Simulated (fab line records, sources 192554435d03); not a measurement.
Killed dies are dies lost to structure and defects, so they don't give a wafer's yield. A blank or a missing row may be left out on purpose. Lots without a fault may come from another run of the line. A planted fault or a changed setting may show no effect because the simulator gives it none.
Chamber matching | flow n5_finfet | N5_HKMG_FIN_CMP_94 on cmp-03: 4 sister chambers
The step polishes, stops on SiNx, t overpolish 4.7 s, target thk 43.299 nm. 4 wafers are shown with their chamber, then 7 later ones without.

WAFERS WITH THEIR CHAMBER
wafer  | chamber | motor_current_A (A)
L079.1 | 0       | 11.9
L080.5 | 1       | 11.2
L082.1 | 3       | 11.4
L082.2 | 2       | 10.7

WAFERS WITHOUT THEIR CHAMBER
wafer  | motor_current_A (A)
L082.3 | 11.3
L087.1 | 11.1
L087.3 | 11.2
L087.6 | 11.0
L096.1 | 11.5
L096.3 | 11.5
L096.4 | 11.8

WHICH CHAMBER EACH WENT THROUGH
wafer  | from the rows above          | in truth
L082.3 | can't be placed: 3 or 1      | 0
L087.1 | can't be placed: 1 or 3      | 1
L087.3 | can't be placed: 1 or 3      | 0
L087.6 | can't be placed: 1 or 2 or 3 | 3
L096.1 | can't be placed: 3 or 1      | 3
L096.3 | can't be placed: 3 or 1      | 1
L096.4 | 0                            | 0
Placed correctly: 1 of 7. Can't be placed from these rows: 6 (the true chamber is among the candidates in 4). Placed wrongly: 0.
How it was worked out, from the rows above alone: a wafer's distance from a chamber is the root of the sum, over the readings, of the square of ((its reading less the chamber's mean) divided by the reading's scatter). The wafer belongs to the nearest chamber; if the next one is less than 2 further off, it can't be placed. A chamber's mean is the mean of its shown wafers. The scatter: with one shown wafer a chamber, the root of the mean of the squares of how far each hidden wafer lies from its nearest shown one.
